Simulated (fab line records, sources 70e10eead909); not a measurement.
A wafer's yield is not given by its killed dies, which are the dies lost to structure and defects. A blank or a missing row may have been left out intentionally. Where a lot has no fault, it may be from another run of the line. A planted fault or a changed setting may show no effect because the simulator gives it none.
Code-filled problem report in 8D (eight disciplines) form -- flow nandHarc -- the parts of the form that need people (team, actions taken, sign-off) are left out

## 1. THE PROBLEM
At NHARC_A_SGD_CUT_ETCH_58, runLengthS averages 124.1 s over 2 wafers from 2 lots, while fault-free wafers read 86.1 s, standard deviation 0.45. That puts it +84 standard deviations away from the usual mean.
The step: etches the open film in CF4, target depth 39 nm, time 65 s.
Seen first at day 24 20:21 on rieDiel-09, wafer L866.1. At this step, 33 wafers from 11 lots have a number in the record. By rule, "out" or "out of limits" means more than 4 standard deviations away from the usual mean. The other wafers with a number count as sound.

## 2. WHAT THIS IS AND IS NOT
question,is,is not
which readings at this step,runLengthS,"drypumpMotorCurrentA, mfcArSccm, oesProductAu, rfVppV, showerheadPlenumPTorr, throttleValvePct"
which lots,"L865, L866","L852, L853, L855, L856, L869, L870, L871, L872, L874"
which wafers of those lots,"L865.6, L866.1","L865.3, L865.5, L866.2, L866.3"
read on which tools,rieDiel-09,"rieDiel-07, rieDiel-11"
when,from day 24 20:21,"up to then (14 sound wafers); but 17 sound wafers of L865, L869, L870, L871, L872, L874 came after"

## 3. SUSPECTS, AND WHAT RULES EACH OUT
Counting: any tool at a process step up to the reading remains a suspect provided it ran every lot that is out. Sound lots after the first of them don't rule it out here, since some wafers of a struck lot are sound.
- rieDiel-09 at NHARC_A_SGD_CUT_ETCH_58 (etches the open film in CF4, target depth 39 nm, time 65 s): kept. Ran every lot that is out, first one L866 (day 24 20:21); last sound lot up to then L856 (day 20 16:47). Out on those wafers are its own readings of runLengthS.
The count leaves rieDiel-09 at NHARC_A_SGD_CUT_ETCH_58.

## 4. THE CAUSE (what the simulator had put in)
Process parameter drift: rieDiel-09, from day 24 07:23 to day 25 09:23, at NHARC_A_SGD_CUT_ETCH_58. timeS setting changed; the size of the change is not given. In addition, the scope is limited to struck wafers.
Only this tool survived the counting.

## 5. THE EFFECT CHAIN, in route order
One row per reading whose mean, taken over the struck wafers that have a number, lies over 3 standard deviations from the usual. Readings are gone through only where the record gives a usual standard deviation; hours: the median, over the lots, of the time from a lot's start at the first step in this table giving one to that lot's start at this step; sigmas: the change measured in usual standard deviations.
hours,step,reading,usual,on struck wafers,change,sigmas
0,NHARC_A_SGD_CUT_ETCH_58,runLengthS,86.1 s,124.1,+38.0,+84
The process steps in it:
- NHARC_A_SGD_CUT_ETCH_58: etches the open film in CF4, target depth 39 nm, time 65 s.
Later measuring or inspecting steps at which every struck wafer that the step has a row for has a number for every such reading, and none has moved that far: NHARC_A_SGD_CUT_THK_MEAS_22, NHARC_END_SORT_01.

## 6. WHAT WOULD HAVE CAUGHT IT SOONER
In this record the first reading out of limits was taken at day 24 20:21, 13 hours after the fault began at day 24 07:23.
